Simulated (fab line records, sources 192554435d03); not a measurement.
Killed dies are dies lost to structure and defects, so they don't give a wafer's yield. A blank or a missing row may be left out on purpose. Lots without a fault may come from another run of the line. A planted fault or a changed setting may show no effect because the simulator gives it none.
fab line records | flow n5_finfet
record lots=9 wafers=27 last_day=17
route steps=1938 shown HKMG_FIN@437 BEOL_M4@1111 PASSIVATION@1936
lots that met no fault: from a run of the same line without faults
start_h: hours from the record's first day to the start of the lot's first wafer shown | wait_h: hours since the lot's step before | " the same as in the row above | L1.1+2: a row that stands for several wafers | - no value, or no start given | * or withheld: withheld | < > ~ a bound
route shown NAME@n: a module of which the file shows steps, and the number in the route of the first | usual: mean/standard deviation of fault-free wafers | same: alike in all rows | chamber/n: place in a boat | sites: the reading at each site | _std_site: their standard deviation | _edge_site: outer sites' mean less inner sites' | radius_mm: how far each site lies from the wafer's centre | mask NAME#n: copy n | behind: the tool/chamber that last shaped the wafer | hold: why the lot was held/for how many hours/how that ended | device: the transistor (n, p or np) that didn't switch | end of line: the same wafers' tests at the end of the route | a step without rows: its recipe alone | killed: dies lost to structure and defects at the first sort, not the wafer's yield | map: a wafer's dies, x killed, . not, _ none there
set.NAME: the setting as run; set.NAME@STEP: as run at that earlier step | model.NAME: the simulator's own value behind a step, which no gauge read
steps of the route over a sample of lots; a table a step, a row a wafer
services: from which hour (start_h, from the record's first day; less than 0 if before it) a tool's chamber was out of use, for how many hours, and why
## steps
# step N5_HKMG_FIN_STRIP_34
# recipe chemistry=CF4 resist=SiARC power_w=300 bias_power_w=75 pressure_mtorr=50 cf4_flow_sccm=150 rf_frequency_hz=6e+07
# usual drypump_motor_current_A=5.8/0.55 oes_product_au=0.77/0.063 rf_vpp_V=270.8/1.3 showerhead_plenum_p_Torr=1.78/0.047 throttle_valve_pct=13.7/0.31
# columns lot.wafer tool chamber start_h wait_h drypump_motor_current_A oes_product_au rf_hours_counter_h rf_vpp_V showerhead_plenum_p_Torr throttle_valve_pct
L147.1 rie_diel-01 0 88.73 0.0 5.3 0.93 15 269.7 1.82 13.4
L147.4 " 1 " " 5.5 0.85 39 272.3 1.82 13.3
L147.5 " 0 " " 5.3 0.91 - 272.4 1.82 13.4
L148.3 rie_diel-04 3 94.86 0.0 5.3 0.76 139 268.5 1.73 13.7
L148.5 " 0 " " 6.8 0.73 - 269.0 1.71 13.9
L148.6 " 1 " " 6.1 0.73 - 271.8 1.79 14.0
L149.1 rie_diel-01 2 105.02 0.0 5.1 0.82 69 269.1 1.74 13.5
L149.2 " 3 " " 6.2 0.84 37 272.8 1.82 13.0
L149.5 " 0 " " 5.3 0.90 - 271.5 1.81 13.4
L153.3 rie_diel-01 3 123.41 0.0 6.2 0.83 44 272.3 1.82 13.1
L153.5 " 3 " " 6.2 0.83 - 272.3 1.82 13.1
L153.6 " 0 " " 5.3 0.88 - 271.6 1.81 13.4
L159.3 rie_diel-02 3 160.47 0.0 5.0 0.72 174 271.1 1.80 14.0
L159.5 " 2 " " 5.9 0.75 - 273.4 1.85 13.6
L159.6 " 3 " " 5.0 0.72 - 271.7 1.80 14.1
L163.1 rie_diel-04 1 182.28 0.0 6.0 0.71 219 271.6 1.78 14.0
L163.2 " 2 " " 6.1 0.85 48 270.5 1.76 13.3
L163.3 " 3 " " 5.3 0.75 168 270.0 1.72 13.8
L164.1 rie_diel-01 2 188.97 0.0 5.1 0.78 98 268.3 1.74 13.5
L164.3 " 0 " " 5.3 0.85 51 272.0 1.81 13.5
L164.5 " 3 " " 6.2 0.80 - 270.6 1.81 13.1
L165.1 rie_diel-02 2 194.58 0.0 5.8 0.73 180 274.1 1.84 13.6
L165.4 " 1 " " 6.6 0.71 170 271.4 1.79 13.8
L165.5 " 3 " " 5.0 0.71 - 272.3 1.79 14.1
L166.2 rie_diel-01 2 205.68 0.0 5.2 0.77 103 269.1 1.74 13.6
L166.3 " 3 " " 6.2 0.80 71 271.8 1.81 13.1
L166.6 " 3 " " 6.2 0.80 - 269.2 1.81 13.1
# step N5_HKMG_FIN_NWFM_ALD_20
# recipe material=TiAlC target_thk_a=20 temp_c=300 ald_precursor_family=TiCl4 ald_co_reactant=TEA pulse_time_s=3 purge_time_s=2 co_reactant_purge_time_s=2 co_reactant_pulse_time_s=10 ald_cycles=7 pressure_torr=3
# usual co_reactant_pulse_time_s=10/0 heater_power_w=466/45 precursor_pulse_height_rel=1.000/0.02
# columns lot.wafer tool chamber start_h wait_h co_reactant_pulse_time_s heater_power_w precursor_pulse_height_rel
L147.1 ald_metal-02 1 90.40 0.3 10 490 1.012
L147.4 " 3 " " 10 487 0.994
L147.5 " 2 " " 10 426 0.978
L148.3 ald_metal-02 1 96.66 0.1 10 507 1.009
L148.5 " 2 " " 10 421 1.013
L148.6 " 3 " " 10 493 0.999
L149.1 ald_metal-02 3 106.71 0.3 10 494 0.964
L149.2 " 0 " " 10 502 1.015
L149.5 " 0 " " 10.861 508 1.006
L153.3 ald_metal-02 1 125.08 0.1 10 482 1.054
L153.5 " 1 " " 10.861 494 0.993
L153.6 " 2 " " 10 437 0.969
L159.3 ald_metal-03 0 162.14 0.1 10 438 1.018
L159.5 " 0 " " 10 423 1.015
L159.6 " 3 " " 10 470 0.991
L163.1 ald_metal-02 0 183.95 0.3 10 512 1.016
L163.2 " 3 " " 10 499 0.987
L163.3 " 1 " " 10 486 0.992
L164.1 ald_metal-02 2 190.64 0.3 10 443 1.018
L164.3 " 1 " " 10 482 1.008
L164.5 " 1 " " 10 490 1.022
L165.1 ald_metal-02 0 196.35 0.3 10 509 1.020
L165.4 " 1 " " 10 485 0.993
L165.5 " 3 " " 10 498 0.981
L166.2 ald_metal-02 3 207.35 0.3 10 492 0.975
L166.3 " 1 " " 10 476 0.992
L166.6 " 0 " " 10 497 0.994
# step N5_HKMG_FIN_ALD_71
# recipe material=TiN target_thk_a=10 temp_c=400 ald_precursor_family=TiCl4 ald_co_reactant=NH3 pulse_time_s=1 purge_time_s=3 co_reactant_purge_time_s=2 co_reactant_pulse_time_s=2 ald_cycles=47 pressure_torr=3
# usual co_reactant_pulse_time_s=2/0 heater_power_w=833/83 precursor_pulse_height_rel=1.002/0.02
# columns lot.wafer tool chamber start_h wait_h co_reactant_pulse_time_s heater_power_w precursor_pulse_height_rel
L147.1 ald_metal-02 1 90.50 0.0 2 852 1.019
L147.4 " 3 " " 2 890 0.987
L147.5 " 2 " " 2 787 0.953
L148.3 ald_metal-02 1 96.76 0.0 2 885 1.025
L148.5 " 2 " " 2 780 1.000
L148.6 " 3 " " 2 877 0.989
L149.1 ald_metal-02 3 106.81 0.0 2 893 0.983
L149.2 " 0 " " 2 870 1.031
L149.5 " 0 " " 2 906 1.024
L153.3 ald_metal-02 1 125.18 0.0 2 890 0.986
L153.5 " 1 " " 2 841 1.014
L153.6 " 2 " " 2 793 0.986
L159.3 ald_metal-03 0 162.24 0.0 2 791 1.002
L159.5 " 0 " " 2 764 0.994
L159.6 " 3 " " 2 812 0.995
L163.1 ald_metal-02 0 184.04 0.0 2 890 0.983
L163.2 " 3 " " 2 863 0.995
L163.3 " 1 " " 2 895 1.013
L164.1 ald_metal-02 2 190.74 0.0 2 777 1.008
L164.3 " 1 " " 2 860 1.052
L164.5 " 1 " " 2 892 0.997
L165.1 ald_metal-02 0 196.45 0.0 2 917 1.016
L165.4 " 1 " " 2 869 1.025
L165.5 " 3 " " 2 909 0.996
L166.2 ald_metal-02 3 207.45 0.0 2 888 0.994
L166.3 " 1 " " 2 879 1.004
L166.6 " 0 " " 2 917 0.958
# step N5_HKMG_FIN_ETCH_67
# recipe chemistry=N2/H2 target=SOC target_depth_a=3889 stop_on=TiN ion_energy_ev=100 bias_w=61 pressure_mtorr=30 source_w=850 n2_flow_sccm=200 h2_flow_sccm=200
# usual drypump_motor_current_A=5.8/0.56 oes_product_au=0.76/0.054 rf_vpp_V=240.7/1.3 showerhead_plenum_p_Torr=2.54/0.073 throttle_valve_pct=17.93/0.3
# columns lot.wafer tool chamber start_h wait_h drypump_motor_current_A oes_product_au rf_hours_counter_h rf_vpp_V showerhead_plenum_p_Torr throttle_valve_pct
L147.1 rie_diel-01 2 90.84 - 5.1 0.81 65 239.4 2.48 17.70
L147.4 " 0 " " 5.3 0.91 16 240.7 2.57 17.47
L147.5 " 0 " " 5.3 0.91 - 240.1 2.57 17.47
L148.3 rie_diel-01 2 97.10 - 5.2 0.82 67 239.8 2.48 17.69
L148.5 " 2 " " 5.1 0.81 - 239.6 2.48 17.72
L148.6 " 3 " " 6.2 0.84 - 241.5 2.60 17.41
L149.1 rie_diel-02 3 107.18 - 5.0 0.74 154 241.3 2.55 18.29
L149.2 " 2 " " 5.8 0.77 149 242.9 2.65 17.70
L149.5 " 0 " " 5.6 0.72 - 242.5 2.63 18.18
L153.3 rie_diel-02 0 125.52 - 5.6 0.72 220 242.3 2.63 18.19
L153.5 " 3 " " 5.0 0.73 - 239.7 2.54 18.27
L153.6 " 2 " " 5.8 0.76 - 243.8 2.64 17.72
L159.3 rie_diel-02 0 162.57 - 5.6 0.70 233 242.0 2.62 18.22
L159.5 " 1 " " 6.6 0.72 - 240.5 2.54 18.13
L159.6 " 2 " " 5.9 0.75 - 242.3 2.64 17.73
L163.1 rie_diel-04 1 184.38 - 6.0 0.71 219 240.8 2.52 18.29
L163.2 " 3 " " 5.3 0.74 169 241.1 2.44 18.09
L163.3 " 2 " " 6.1 0.86 49 240.2 2.48 17.52
L164.1 rie_diel-04 1 191.24 - 6.0 0.70 221 241.4 2.52 18.30
L164.3 " 3 " " 5.3 0.75 171 238.9 2.44 18.09
L164.5 " 1 " " 6.1 0.71 - 239.4 2.52 18.30
L165.1 rie_diel-01 1 196.79 - 5.5 0.79 77 241.0 2.58 17.61
L165.4 " 2 " " 5.1 0.78 100 239.1 2.46 17.75
L165.5 " 2 " " 5.2 0.78 - 238.9 2.46 17.76
L166.2 rie_diel-01 3 207.79 - 6.2 0.78 71 241.9 2.59 17.46
L166.3 " 1 " " 5.5 0.79 81 241.8 2.58 17.62
L166.6 " 0 " " 5.3 0.83 - 241.1 2.55 17.55
# step N5_BEOL_M4_RC_MEAS_101
# usual DIBL_N=36.4/1.7 DIBL_P=36.4/2.1 IOFF_N=0.16/0.035 IOFF_P=0.21/0.035 ION_N=680/11 ION_P=465/6.8 SS_N=71.5/0.58 SS_P=73.2/0.72 VT_N=249/3.6 VT_P=-250/3.1
# columns lot.wafer tool chamber start_h wait_h DIBL_N[mV/V] DIBL_P[mV/V] IOFF_N[nA/um] IOFF_P[nA/um] ION_N[uA/um] ION_P[uA/um] SS_N[mV/dec] SS_P[mV/dec] VT_N[mV] VT_P[mV]
L147.1 prober-01 0 181.62 0.0 36.0 37.7 0.17 0.24 685 469 71.2 73.6 248 -250
L147.4 " 0 " " 35.2 36.5 0.16 0.22 686 471 71.3 73.5 249 -250
L147.5 " 0 " " 37.9 39.5 0.22 0.28 693 476 72.1 74.4 247 -246
L148.3 prober-01 0 191.48 0.3 35.5 36.7 0.17 0.22 701 472 71.6 73.9 246 -246
L148.5 " 0 " " 36.5 37.4 0.20 0.23 691 463 71.4 73.5 246 -246
L148.6 " 0 " " 34.6 35.5 0.16 0.19 686 464 71.5 73.5 250 -251
L149.1 prober-02 0 213.96 0.0 35.7 37.8 0.17 0.19 678 457 71.7 73.8 250 -254
L149.2 " 0 " " 34.6 35.9 0.14 0.17 662 451 71.5 73.2 252 -256
L149.5 " 0 " " 36.0 37.8 0.19 0.20 683 459 71.9 74.4 246 -252
L153.3 prober-02 0 215.20 0.9 34.2 34.4 0.13 0.18 689 466 70.7 72.2 251 -254
L153.5 " 0 " " 34.8 34.9 0.14 0.18 678 464 72.1 72.0 250 -253
L153.6 " 0 " " 37.7 37.7 0.18 0.22 695 468 71.9 72.7 248 -252
L159.3 prober-01 0 256.67 0.3 34.4 34.9 0.12 0.16 665 453 69.9 72.7 255 -258
L159.5 " 0 " " 36.8 37.8 0.15 0.20 668 456 71.1 73.4 254 -252
L159.6 " 0 " " 37.4 38.2 0.16 0.20 682 465 71.3 73.6 253 -254
L163.1 prober-02 0 278.91 0.0 34.0 33.9 0.12 0.15 664 457 71.4 72.0 256 -253
L163.2 " 0 " " 37.2 36.5 0.16 0.19 674 458 71.8 72.7 250 -252
L163.3 " 0 " " 35.8 35.5 0.14 0.18 676 464 70.8 72.2 252 -255
L166.2 prober-02 0 293.39 0.2 39.5 40.4 0.24 0.28 686 463 73.2 74.5 243 -247
L166.3 " 0 " " 37.7 37.7 0.19 0.23 702 471 71.0 73.2 243 -249
L166.6 " 0 " " 41.5 42.8 0.31 0.32 717 480 72.9 75.0 239 -245
L164.1 prober-01 0 296.75 0.0 36.3 34.1 0.15 0.21 680 469 71.4 73.1 249 -249
L164.3 " 0 " " 38.7 36.9 0.20 0.25 689 472 72.1 73.9 247 -248
L164.5 " 0 " " 38.8 36.5 0.21 0.24 686 465 71.3 73.6 247 -248
L165.1 prober-01 0 302.39 0.0 36.7 38.0 0.19 0.23 681 460 71.7 73.4 245 -249
L165.4 " 0 " " 35.4 35.9 0.17 0.19 684 460 71.5 73.1 246 -253
L165.5 " 0 " " 35.4 36.5 0.18 0.19 690 466 71.6 73.5 248 -254
# step N5_PASSIVATION_PROBE_49
# usual defect_limited_yield=91.3/1.4 killed_at_M0_to_M3=36/11 killed_at_M4_up=13/5.2 killed_at_contacts=13/6.5 killed_at_front_end=37/11 killed_at_other=3.6/2.9 killed_dies=103/17 killed_open=68/12 killed_short=33/7.3 sort_bin_4_leakage=0.01/0.039 sort_bin_5_function=5.2/0.91 sort_bin_6_memory=3.2/0.67 sort_n_pass=1077/17 sort_yield_pct=91.3/1.4
# same gross_dies=1180 killed_at_back_side=0 sort_bin_8_speed[%]=0
# columns lot.wafer tool chamber start_h wait_h defect_limited_yield[%] killed_at_M0_to_M3 killed_at_M4_up killed_at_contacts killed_at_front_end killed_at_other killed_dies killed_open killed_short sort_bin_4_leakage[%] sort_bin_5_function[%] sort_bin_6_memory[%] sort_n_pass sort_yield_pct[%]
L159.3 prober-01 - 367.20 0.1 88.1 46 37 22 31 4 140 91 47 0 6.9 4.7 1040 88.1
L159.5 prober-01 - 367.30 0.2 91.6 30 18 17 34 0 99 68 31 0 4.3 3.6 1081 91.6
L159.6 prober-01 - 367.35 0.3 91.9 33 23 4 33 2 95 60 35 0 4.7 3.0 1085 91.9
L164.1 prober-02 - 404.31 0.0 92.0 35 14 17 27 1 94 59 32 0 4.7 3.0 1086 92.0
L164.3 prober-02 - 404.41 0.1 92.2 32 15 13 31 1 92 62 28 0 4.6 2.6 1088 92.2
L164.5 prober-02 - 404.51 0.2 91.4 48 11 13 29 1 102 67 32 0 5.5 3.1 1078 91.4
# killed by level:class
L159.3 BEOL_M4:geometric_particle:open=20 MOL_CONTACT_COAG:geometric_particle:open=20 BEOL_M0_SAQP:geometric_particle:short=13 BEOL_M0_SAQP:geometric_particle:open=12 STI_FIN_REVEAL:geometric_particle:open=7 FIN_SAQP:geometric_particle:short=6 BEOL_M1:geometric_particle:open=6 BEOL_M3:geometric_particle:open=6
L159.5 MOL_CONTACT_COAG:geometric_particle:open=13 FIN_SAQP:geometric_particle:short=10 BEOL_M0_SAQP:geometric_particle:open=10 BEOL_M4:geometric_particle:open=10 BEOL_M0_SAQP:geometric_particle:short=9 ILD0:geometric_particle:open=7 BEOL_M2:geometric_particle:open=7 FIN_SAQP:geometric_particle:open=6
L159.6 BEOL_M4:geometric_particle:open=16 BEOL_M0_SAQP:geometric_particle:open=13 BEOL_M0_SAQP:geometric_particle:short=12 FIN_SAQP:geometric_particle:open=7 ILD0:geometric_particle:open=4 MOL_CONTACT_COAG:geometric_particle:open=4 STARTING-WAFER:geometric_particle:short=4 FIN_SAQP:geometric_particle:short=3
L164.1 MOL_CONTACT_COAG:geometric_particle:open=15 FIN_SAQP:geometric_particle:short=7 BEOL_M0_SAQP:geometric_particle:open=7 FIN_SAQP:geometric_particle:open=6 BEOL_M0_SAQP:geometric_particle:short=6 BEOL_M1:geometric_particle:open=6 BEOL_M4:geometric_particle:open=6 BEOL_M3:geometric_particle:open=5
L164.3 BEOL_M1:geometric_particle:open=11 FIN_SAQP:geometric_particle:open=10 MOL_CONTACT_COAG:geometric_particle:open=8 BEOL_M2:geometric_particle:open=6 STI_FIN_REVEAL:geometric_particle:open=5 GATE_CUT:geometric_particle:short=5 MOL_CONTACT_COAG:geometric_particle:short=5 BEOL_M0_SAQP:geometric_particle:open=5
L164.5 BEOL_M2:geometric_particle:open=12 FIN_SAQP:geometric_particle:open=11 MOL_CONTACT_COAG:geometric_particle:open=10 BEOL_M0_SAQP:geometric_particle:short=10 BEOL_M1:geometric_particle:open=7 BEOL_M3:geometric_particle:open=7 BEOL_M0_SAQP:geometric_particle:open=6 FIN_SAQP:geometric_particle:short=4
## services
# columns tool chamber start_h hours kind
ald_metal-03 - 131.28 14.6 pm
rie_diel-04 0 143.65 8.5 repair
ald_metal-02 - 153.04 1.9 repair
## key
first_sign step=N5_HKMG_FIN_NWFM_ALD_20 reading=co_reactant_pulse_time_s direction=up sigmas=99+ usual=* struck=*
effect none on later readings
met_at N5_HKMG_FIN_NWFM_ALD_20
struck_lots L149,L153
struck_wafers L149.5,L153.5
not_acting_at N5_HKMG_FIN_STRIP_34,N5_HKMG_FIN_ALD_71,N5_HKMG_FIN_ETCH_67
onset_between 96.66 106.71
fault kind=process_parameter_drift tool=ald_metal-02 chamber=- onset_h=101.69 steps=N5_HKMG_FIN_NWFM_ALD_20 channel=co_reactant_pulse_time_s offset=* shape=step end_h=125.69 scope=struck_wafers_only acts_in=* stated=*
